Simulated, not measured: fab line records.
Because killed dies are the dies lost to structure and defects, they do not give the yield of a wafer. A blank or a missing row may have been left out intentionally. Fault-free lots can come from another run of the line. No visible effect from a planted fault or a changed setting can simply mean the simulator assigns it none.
Chamber matching ; flow nand-harc ; 3 sister chambers for NHARC_A_ONON_D1_DEP_33 on pecvd-02
The step deposits SiO2, target thk 200 nm. 6 wafers are shown with their chamber, then 11 later ones without.

## WAFERS WITH THEIR CHAMBER
wafer;chamber;heater-power-w (W);throttle-valve-pct (%)
L083.6;2;460;15.3
L085.3;1;510;15.6
L085.6;2;392;15.4
L086.5;1;517;15.9
L086.6;0;494;16.1
L088.3;0;522;16.0

## WAFERS WHOSE CHAMBER IS MISSING
wafer;heater-power-w (W);throttle-valve-pct (%)
L088.5;462;16.1
L088.6;380;15.5
L089.3;521;16.4
L089.4;561;16.1
L089.6;417;15.5
L093.1;649;16.1
L093.3;412;15.4
L093.4;424;15.5
L095.4;440;16.1
L095.5;535;16.1
L095.6;387;15.2

## EACH ONE'S CHAMBER
wafer;from the rows above;in truth
L088.5;can't be placed: 0 or 1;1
L088.6;2;2
L089.3;0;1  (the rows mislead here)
L089.4;can't be placed: 0 or 1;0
L089.6;2;2
L093.1;can't be placed: 0 or 1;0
L093.3;2;2
L093.4;2;2
L095.4;can't be placed: 0 or 1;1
L095.5;can't be placed: 0 or 1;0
L095.6;2;2
5 of 11 placed correctly. From these rows, 5 cannot be placed; in 5 the true chamber is one of the candidates. 1 placed wrongly.
How it was worked out, from the rows above alone: a wafer's distance from a chamber is the root of the sum, over the readings, of the square of ((its reading less the chamber's mean) divided by the reading's scatter). The wafer belongs to the nearest chamber; if the next one is less than 2 further off, it can't be placed. A chamber's mean is the mean of its shown wafers. How the scatter is found: for the shown wafers, subtract from each reading the mean of its chamber, square and add these, divide the total by (wafers less chambers), then take the root.
